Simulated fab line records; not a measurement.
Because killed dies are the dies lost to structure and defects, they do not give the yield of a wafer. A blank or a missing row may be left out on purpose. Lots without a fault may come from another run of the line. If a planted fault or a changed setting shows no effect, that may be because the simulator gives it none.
fab line records    flow n5-finfet
[record] lots = 5  wafers = 15  last-day = 17
route steps=1938 shown MOL_CONTACT_COAG@615 BEOL_M4@1111 PASSIVATION@1936
lots that met no fault: from a run of the same line without faults
start-h: start of the lot's first displayed wafer, in hours after the record's first day    wait-h: hours from the lot's prior step to this one    " identical to the entry in the row above    L1.1+2: a single row standing in for several wafers    - no value present, or no start provided    * or withheld: withheld    < > ~ a bound
route shown NAME@n: names a module that has steps shown in the file, with the first one's number in the route    usual: average and standard deviation across the fault-free wafers    same: alike in all rows    chamber/n: place in a boat    sites: readings site by site    _std_site: how widely they spread, as a standard deviation    _edge_site: outer sites' mean less inner sites'    radius-mm: how far each site lies from the wafer's centre    mask NAME#n: copy n    behind: the last tool/chamber to shape the wafer    hold: reason for holding the lot/hours on hold/outcome of the hold    device: whichever transistor did not switch (one of n, p or np)    end of line: the route-end tests of the same wafers    a step with no rows: only its recipe    killed: the dies lost at the first sort to structure and to defects; this is not the yield of the wafer    map: a wafer's dies, x killed, . not, _ none there
set.NAME: the run value of the setting; set.NAME@STEP: its run value at that earlier step    model.NAME: the simulator's own value behind a step, which no gauge read
certain route steps with their lots: each step a table, each wafer a row
services: from which hour (start-h, from the record's first day; less than 0 if before it) a tool's chamber was out of use, for how many hours, and why
[[steps]]
[step N5_MOL_CONTACT_COAG_VIA_ETCH_117]
[recipe] chemistry = C4F6/O2  target-depth-a = 400  overetch-a = 80  mask-material = SOC  target = SiO2  bias-w = 455  pressure-mtorr = 10  time-s = 26  source-w = 325  Ar_flow_sccm = 300  C4F6_flow_sccm = 10  O2_flow_sccm = 10  ion-energy-ev = 575.3  ends = end-point
[step N5_MOL_CONTACT_COAG_ETCH_124]
[recipe] chemistry = CH3F/O2  target = SiNx  target-depth-a = 65  mask-material = SOC  stop-on = SiOC  over-etch-frac = 0.3  ion-energy-ev = 120  pressure-mtorr = 30  source-w = 395  bias-w = 73  Ar_flow_sccm = 150  CH3F_flow_sccm = 30  O2_flow_sccm = 20  ends = end-point
[step N5_MOL_CONTACT_COAG_ETCH_48]
[recipe] chemistry = C4F6/O2  target-depth-a = 150  overetch-a = 45  mask-material = SOC  target = SiOC  bias-w = 465  pressure-mtorr = 10  time-s = 17  source-w = 335  Ar_flow_sccm = 300  C4F6_flow_sccm = 10  O2_flow_sccm = 10  ion-energy-ev = 576
[step N5_MOL_CONTACT_COAG_STRIP_72]
[recipe] chemistry = N2/H2  power-w = 450  temp-c = 40  pressure-mtorr = 20  rf-frequency-hz = 6e+07  overash-fraction = 3  bias-power-w = 7  h2-frac = 0.5  n2-flow-sccm = 200  h2-flow-sccm = 200
[step N5_MOL_CONTACT_COAG_STRIP_49]
[recipe] chemistry = N2/H2  time-s = 30  power-w = 1000  temp-c = 250  pressure-mtorr = withheld  n2-flow-sccm = 1750  h2-flow-sccm = 3250
[step N5_MOL_CONTACT_COAG_PRECLEAN_138]
[recipe] chemistry = alkaline-clean  temp-c = 60  time-s = 60  do-ppb = 50
[step N5_MOL_CONTACT_COAG_SRD_139]
[recipe] dry = ipa-marangoni  time-s = 30  temp-c = 23  rinse-liquid = diw
[step N5_MOL_CONTACT_COAG_PRE_CLEAN_121]
[recipe] gas = H2/He  time-s = *  temp-c = withheld
[step N5_MOL_CONTACT_COAG_CVD_140]
[recipe] material = W  target-thk-a = 665  mode = selective-fill  temp-c = 300  time-s = 215
[step N5_MOL_CONTACT_COAG_PRECLEAN_127]
[recipe] chemistry = DIW  time-s = 57.5  temp-c = 23
[step N5_MOL_CONTACT_COAG_SRD_128]
[recipe] dry-time-s = 32  dry = n2-spin  spin-rpm = 1500
[step N5_MOL_CONTACT_COAG_CMP_52]
[recipe] stop-on = SiO2  t-overpolish-s = 1.5  post-cmp-clean = w-dilute-nh4oh  down-force-psi = 4  platen-rpm = 50.289  pad-velocity-m-s = 1.0006  target-thk-nm = 66.5
[usual] edge-zone-pressure-frac = 1.000/0.0046  head-pressure-psi = 4.002/0.0088  motor-current-A = 12.3/1.2  overpolish-run-s = 1.500/0.0092  slurry-filter-dp-kPa = 13.50/0.13  time-to-endpoint-s = 13.6/1.7
lot.wafer  tool    chamber  start-h  wait-h  edge-zone-pressure-frac  head-pressure-psi  motor-current-A  overpolish-run-s  slurry-filter-dp-kPa  time-to-endpoint-s
L866.3     cmp-01  1        124.17   0.2     0.996                    3.989              11.0             1.521             13.50                 12.6
L866.4     "       2        "        "       1.005                    4.001              11.3             1.495             13.30                 12.8
L866.6     "       1        "        "       0.993                    3.986              11.5             1.491             13.28                 16.2
L875.3     cmp-01  0        171.97   0.0     -                        -                  -                -                 -                     -
L875.4     "       2        "        "       -                        -                  -                -                 -                     -
L875.5     "       0        "        "       -                        -                  -                -                 -                     -
L876.4     cmp-01  3        178.55   0.1     -                        -                  -                -                 -                     -
L876.6     "       1        "        "       -                        -                  -                -                 -                     -
L876.5     "       2        "        "       -                        -                  -                -                 -                     -
L877.3     cmp-04  0        190.22   0.1     -                        -                  -                -                 -                     -
L877.2     "       1        "        "       -                        -                  -                -                 -                     -
L877.6     "       0        "        "       -                        -                  -                -                 -                     -
L886.4     cmp-04  1        238.95   0.0     0.998                    3.996              12.8             1.496             13.44                 13.7
L886.1     "       0        "        "       0.991                    4.010              15.4             1.495             13.27                 13.9
L886.5     "       1        "        "       0.997                    4.009              13.1             1.515             13.44                 12.9
[step N5_MOL_CONTACT_COAG_THK_MEAS_53]
[recipe] reads = SiO2_of_MOL_CONTACT_COAG_PECVD_31
[usual] VIA_MOL_THK = 44.0/0.57
lot.wafer  tool           chamber  start-h  wait-h  VIA_MOL_THK[nm]
L866.3     film-metro-01  -        124.43   -       43.6
L866.4     "              -        "        "       44.4
L866.6     "              -        "        "       43.6
L875.3     film-metro-01  -        172.27   0.3     -
L875.4     "              -        "        "       -
L875.5     "              -        "        "       -
L876.4     film-metro-02  -        178.77   0.2     -
L876.5     "              -        "        "       -
L876.6     "              -        "        "       -
L877.2     film-metro-01  -        190.49   0.2     -
L877.3     "              -        "        "       -
L877.6     "              -        "        "       -
L886.1     film-metro-02  -        239.25   -       43.6
L886.4     "              -        "        "       44.2
L886.5     "              -        "        "       44.9
[step N5_MOL_CONTACT_COAG_ANNEAL_112]
[recipe] temp-c = 400  time-s = 1800  ambient = HPD2  pressure-atm = 10
[step N5_MOL_CONTACT_COAG_INSPECT_97]
[recipe] inspect-instrument = darkfield  mode = post-anneal
[usual] raw-defect-count = 48/19
lot.wafer  tool               chamber  start-h  wait-h  raw-defect-count
L866.3     defect-inspect-01  -        127.52   0.1     77
L866.4     "                  -        "        "       69
L866.6     "                  -        "        "       60
L875.3     defect-inspect-01  -        175.37   0.1     1324
L875.4     "                  -        "        "       1254
L875.5     "                  -        "        "       1228
L876.4     defect-inspect-02  -        181.88   0.1     1218
L876.5     "                  -        "        "       1282
L876.6     "                  -        "        "       1271
L877.2     defect-inspect-01  -        193.57   0.1     1262
L877.3     "                  -        "        "       1263
L877.6     "                  -        "        "       1239
L886.1     defect-inspect-01  -        242.30   0.0     53
L886.4     "                  -        "        "       54
L886.5     "                  -        "        "       57
[step N5_BEOL_M4_RC_MEAS_101]
[usual] DIBL_N = 35.9/1.3  DIBL_P = 35.9/1.6  IOFF_N = 0.156/0.022  IOFF_P = 0.205/0.023  ION_N = 675/9  ION_P = 463/5.6  SS_N = 71.4/0.57  SS_P = 73.1/0.52  VT_N = 249.7/2.8  VT_P = -250.2/2.5
lot.wafer  tool       chamber  start-h  wait-h  DIBL_N[mV/V]  DIBL_P[mV/V]  IOFF_N[nA/um]  IOFF_P[nA/um]  ION_N[uA/um]  ION_P[uA/um]  SS_N[mV/dec]  SS_P[mV/dec]  VT_N[mV]  VT_P[mV]
L866.3     prober-02  0        178.76   0.3     33.9          33.2          0.131          0.159          656           448           71.1          72.2          253.9     -254.3
L866.4     "          0        "        "       36.2          36.1          0.172          0.204          676           461           72.4          73.5          247.5     -252.9
L866.6     "          0        "        "       35.9          36.1          0.161          0.192          660           454           72.0          72.4          249.9     -253.5
L886.1     prober-02  0        298.27   0.0     37.7          36.7          0.173          0.202          683           462           71.7          73.5          249.6     -254.5
L886.4     "          0        "        "       37.9          36.8          0.175          0.203          681           460           72.3          73.8          248.5     -252.4
L886.5     "          0        "        "       39.2          38.4          0.201          0.235          679           462           72.1          73.6          249.6     -252.1
[step N5_PASSIVATION_PROBE_49]
[usual] killed_at_M0_to_M3 = 35/11  killed_at_M4_up = 14/5.4  killed-at-contacts = 12/6.2  killed-at-front-end = 38/11  killed-at-other = 4.1/2.8  killed-dies = 103/17  killed-on-rim = 13/4  killed-open = 66/13  killed-short = 34/8.2
[same] gross-dies = 1180  killed-at-back-side = 0
lot.wafer  tool       chamber  start-h  wait-h  killed_at_M0_to_M3  killed_at_M4_up  killed-at-contacts  killed-at-front-end  killed-at-other  killed-dies  killed-on-rim  killed-open  killed-short
L875.3     prober-02  -        339.51   0.1     21                  24               1112                20                   3                1180         152            50           33
L875.4     prober-02  -        339.56   0.2     26                  15               1080                53                   6                1180         152            47           54
L875.5     prober-02  -        339.61   0.2     53                  11               1058                53                   5                1180         152            80           58
L876.4     prober-02  -        346.12   0.2     33                  8                1090                44                   5                1180         152            66           35
L876.5     prober-02  -        346.17   0.2     15                  21               1073                69                   2                1180         152            71           39
L876.6     prober-02  -        346.22   0.3     19                  16               1105                36                   4                1180         152            52           29
L877.2     prober-02  -        363.01   0.1     32                  10               1089                43                   6                1180         152            71           32
L877.3     prober-02  -        363.06   0.1     21                  23               1082                50                   4                1180         152            71           34
L877.6     prober-02  -        363.21   0.3     37                  10               1081                46                   6                1180         152            72           41
// killed by level:class
L875.3 MOL_CONTACT_COAG:area-cmp=1097 MOL_CONTACT_COAG:geometric-particle:open=10 BEOL_M4:geometric-particle:open=10 BEOL_M2:geometric-particle:open=8 BEOL_M4:geometric-particle:short=7 BEOL_M0_SAQP:geometric-particle:short=6 BEOL_M7:geometric-particle:open=5 MOL_CONTACT_COAG:geometric-particle:short=5
L875.4 MOL_CONTACT_COAG:area-cmp=1078 FIN_SAQP:geometric-particle:short=21 FIN_SAQP:geometric-particle:open=13 BEOL_M1:geometric-particle:short=9 BEOL_M4:geometric-particle:open=9 BEOL_M0_SAQP:geometric-particle:short=6 BEOL_M2:geometric-particle:open=5 BEOL_M4:geometric-particle:short=5
L875.5 MOL_CONTACT_COAG:area-cmp=1039 BEOL_M0_SAQP:geometric-particle:open=15 MOL_CONTACT_COAG:geometric-particle:open=13 BEOL_M0_SAQP:geometric-particle:short=12 BEOL_M2:geometric-particle:open=11 FIN_SAQP:geometric-particle:open=9 FIN_SAQP:geometric-particle:short=7 MOL_CONTACT_COAG:geometric-particle:short=6
L876.4 MOL_CONTACT_COAG:area-cmp=1078 BEOL_M0_SAQP:geometric-particle:open=14 STI_FIN_REVEAL:geometric-particle:open=12 MOL_CONTACT_COAG:geometric-particle:open=10 BEOL_M0_SAQP:geometric-particle:short=7 FIN_SAQP:geometric-particle:open=6 ILD0:geometric-particle:short=5 FIN_SAQP:geometric-particle:short=4
L876.5 MOL_CONTACT_COAG:area-cmp=1068 FIN_SAQP:geometric-particle:open=19 STI_FIN_REVEAL:geometric-particle:open=12 FIN_SAQP:geometric-particle:short=10 GATE_CUT:geometric-particle:short=5 BEOL_M3:geometric-particle:open=5 BEOL_M4:geometric-particle:open=5 ILD0:geometric-particle:open=4
L876.6 MOL_CONTACT_COAG:area-cmp=1098 FIN_SAQP:geometric-particle:short=7 BEOL_M0_SAQP:geometric-particle:open=7 STI_FIN_REVEAL:geometric-particle:open=6 MOL_CONTACT_COAG:geometric-particle:open=6 BEOL_M0_SAQP:geometric-particle:short=5 STARTING-WAFER:geometric-particle:open=5 FIN_SAQP:geometric-particle:open=4
L877.2 MOL_CONTACT_COAG:area-cmp=1077 STI_FIN_REVEAL:geometric-particle:open=14 MOL_CONTACT_COAG:geometric-particle:open=10 BEOL_M0_SAQP:geometric-particle:open=10 BEOL_M0_SAQP:geometric-particle:short=9 STARTING-WAFER:geometric-particle:open=7 BEOL_M4:geometric-particle:open=6 FIN_SAQP:geometric-particle:open=4
L877.3 MOL_CONTACT_COAG:area-cmp=1074 STI_FIN_REVEAL:geometric-particle:open=15 BEOL_M4:geometric-particle:open=14 FIN_SAQP:geometric-particle:open=7 FIN_SAQP:geometric-particle:short=6 MOL_CONTACT_COAG:geometric-particle:open=6 BEOL_M0_SAQP:geometric-particle:open=6 GATE_CUT:geometric-particle:short=5
L877.6 MOL_CONTACT_COAG:area-cmp=1067 MOL_CONTACT_COAG:geometric-particle:open=11 FIN_SAQP:geometric-particle:open=8 BEOL_M3:geometric-particle:open=8 FIN_SAQP:geometric-particle:short=6 STI_FIN_REVEAL:geometric-particle:open=6 BEOL_M0_SAQP:geometric-particle:open=6 BEOL_M1:geometric-particle:open=6
// map L875.3 (x killed, . not)
_________________xxxxxxxxxxxx________________
______________xxxxxxxxxxxxxxxxxx_____________
___________xxxxxxxxxxxxxxxxxxxxxxxx__________
__________xxxxxxxxxxxxxxxxxxxxxxxxxx_________
________xxxxxxxxxxxxxxxxxxxxxxxxxxxxxx_______
_______xxxxxxxxxxxxxxxxxxxxxxxxxxxxxxxx______
______xxxxxxxxxxxxxxxxxxxxxxxxxxxxxxxxxx_____
_____xxxxxxxxxxxxxxxxxxxxxxxxxxxxxxxxxxxx____
____xxxxxxxxxxxxxxxxxxxxxxxxxxxxxxxxxxxxxx___
___xxxxxxxxxxxxxxxxxxxxxxxxxxxxxxxxxxxxxxxx__
___xxxxxxxxxxxxxxxxxxxxxxxxxxxxxxxxxxxxxxxx__
__xxxxxxxxxxxxxxxxxxxxxxxxxxxxxxxxxxxxxxxxxx_
__xxxxxxxxxxxxxxxxxxxxxxxxxxxxxxxxxxxxxxxxxx_
_xxxxxxxxxxxxxxxxxxxxxxxxxxxxxxxxxxxxxxxxxxxx
_xxxxxxxxxxxxxxxxxxxxxxxxxxxxxxxxxxxxxxxxxxxx
_xxxxxxxxxxxxxxxxxxxxxxxxxxxxxxxxxxxxxxxxxxxx
_xxxxxxxxxxxxxxxxxxxxxxxxxxxxxxxxxxxxxxxxxxxx
_xxxxxxxxxxxxxxxxxxxxxxxxxxxxxxxxxxxxxxxxxxxx
_xxxxxxxxxxxxxxxxxxxxxxxxxxxxxxxxxxxxxxxxxxxx
_xxxxxxxxxxxxxxxxxxxxxxxxxxxxxxxxxxxxxxxxxxxx
_xxxxxxxxxxxxxxxxxxxxxxxxxxxxxxxxxxxxxxxxxxxx
__xxxxxxxxxxxxxxxxxxxxxxxxxxxxxxxxxxxxxxxxxx_
__xxxxxxxxxxxxxxxxxxxxxxxxxxxxxxxxxxxxxxxxxx_
___xxxxxxxxxxxxxxxxxxxxxxxxxxxxxxxxxxxxxxxx__
___xxxxxxxxxxxxxxxxxxxxxxxxxxxxxxxxxxxxxxxx__
____xxxxxxxxxxxxxxxxxxxxxxxxxxxxxxxxxxxxxx___
_____xxxxxxxxxxxxxxxxxxxxxxxxxxxxxxxxxxxx____
______xxxxxxxxxxxxxxxxxxxxxxxxxxxxxxxxxx_____
_______xxxxxxxxxxxxxxxxxxxxxxxxxxxxxxxx______
________xxxxxxxxxxxxxxxxxxxxxxxxxxxxxx_______
__________xxxxxxxxxxxxxxxxxxxxxxxxxx_________
___________xxxxxxxxxxxxxxxxxxxxxxxx__________
______________xxxxxxxxxxxxxxxxxx_____________
_________________xxxxxxxxxxxx________________
// map L876.4 (x killed, . not)
_________________xxxxxxxxxxxx________________
______________xxxxxxxxxxxxxxxxxx_____________
___________xxxxxxxxxxxxxxxxxxxxxxxx__________
__________xxxxxxxxxxxxxxxxxxxxxxxxxx_________
________xxxxxxxxxxxxxxxxxxxxxxxxxxxxxx_______
_______xxxxxxxxxxxxxxxxxxxxxxxxxxxxxxxx______
______xxxxxxxxxxxxxxxxxxxxxxxxxxxxxxxxxx_____
_____xxxxxxxxxxxxxxxxxxxxxxxxxxxxxxxxxxxx____
____xxxxxxxxxxxxxxxxxxxxxxxxxxxxxxxxxxxxxx___
___xxxxxxxxxxxxxxxxxxxxxxxxxxxxxxxxxxxxxxxx__
___xxxxxxxxxxxxxxxxxxxxxxxxxxxxxxxxxxxxxxxx__
__xxxxxxxxxxxxxxxxxxxxxxxxxxxxxxxxxxxxxxxxxx_
__xxxxxxxxxxxxxxxxxxxxxxxxxxxxxxxxxxxxxxxxxx_
_xxxxxxxxxxxxxxxxxxxxxxxxxxxxxxxxxxxxxxxxxxxx
_xxxxxxxxxxxxxxxxxxxxxxxxxxxxxxxxxxxxxxxxxxxx
_xxxxxxxxxxxxxxxxxxxxxxxxxxxxxxxxxxxxxxxxxxxx
_xxxxxxxxxxxxxxxxxxxxxxxxxxxxxxxxxxxxxxxxxxxx
_xxxxxxxxxxxxxxxxxxxxxxxxxxxxxxxxxxxxxxxxxxxx
_xxxxxxxxxxxxxxxxxxxxxxxxxxxxxxxxxxxxxxxxxxxx
_xxxxxxxxxxxxxxxxxxxxxxxxxxxxxxxxxxxxxxxxxxxx
_xxxxxxxxxxxxxxxxxxxxxxxxxxxxxxxxxxxxxxxxxxxx
__xxxxxxxxxxxxxxxxxxxxxxxxxxxxxxxxxxxxxxxxxx_
__xxxxxxxxxxxxxxxxxxxxxxxxxxxxxxxxxxxxxxxxxx_
___xxxxxxxxxxxxxxxxxxxxxxxxxxxxxxxxxxxxxxxx__
___xxxxxxxxxxxxxxxxxxxxxxxxxxxxxxxxxxxxxxxx__
____xxxxxxxxxxxxxxxxxxxxxxxxxxxxxxxxxxxxxx___
_____xxxxxxxxxxxxxxxxxxxxxxxxxxxxxxxxxxxx____
______xxxxxxxxxxxxxxxxxxxxxxxxxxxxxxxxxx_____
_______xxxxxxxxxxxxxxxxxxxxxxxxxxxxxxxx______
________xxxxxxxxxxxxxxxxxxxxxxxxxxxxxx_______
__________xxxxxxxxxxxxxxxxxxxxxxxxxx_________
___________xxxxxxxxxxxxxxxxxxxxxxxx__________
______________xxxxxxxxxxxxxxxxxx_____________
_________________xxxxxxxxxxxx________________
[[services]]
tool    chamber  start-h  hours  kind
cmp-01  -        101.93   0.7    repair
cmp-04  -        123.60   3.2    repair
cmp-04  -        148.38   1.8    repair
cmp-04  -        202.11   4.0    pm
cmp-04  -        206.11   -      consumable-replace:conditioner
cmp-04  -        206.11   -      consumable-replace:pad
cmp-04  -        207.42   3.5    pm
[[key]]
[first-sign] step = N5_MOL_CONTACT_COAG_CMP_52  reading = tool-record  direction = missing
[effect] step = N5_MOL_CONTACT_COAG_THK_MEAS_53  reading = VIA_MOL_THK  direction = missing
[effect] step = N5_MOL_CONTACT_COAG_INSPECT_97  reading = raw-defect-count  direction = up  sigmas = 64  usual = 48  struck = 1260
[effect] step = N5_PASSIVATION_PROBE_49  reading = killed-at-contacts  direction = up  sigmas = 99+  usual = 12  struck = 1086
[more-kills-born-at] N5_MOL_CONTACT_COAG_CMP_52@cmp-01 = 6451  N5_MOL_CONTACT_COAG_CMP_52@cmp-04 = 3215
met-at N5_MOL_CONTACT_COAG_CMP_52
struck-wafers L875.3,L875.4,L875.5,L876.4,L876.5,L876.6,L877.2,L877.3,L877.6
later-rows-left-out L875.3,L875.4,L875.5,L876.4,L876.5,L876.6,L877.2,L877.3,L877.6
tester-left-out L875,L876,L877
onset-between 124.17 171.97
[fault] kind = skipped-step-whole  tool = cmp-01,cmp-04  chamber = -  onset-h = 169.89  steps = N5_MOL_CONTACT_COAG_CMP_52  scope = struck-lots-only
// tester-left-out: of these lots the tester's yield and bins aren't shown, on N5 and GAA mostly nor the transistor test; their killed dies are dies lost to structure and defects alone, not to doping, threshold or leakage, so they don't give the yield
// later-rows-left-out: the simulator's readings of these wafers behind a module that went badly wrong aren't trusted and aren't shown, but for the sort
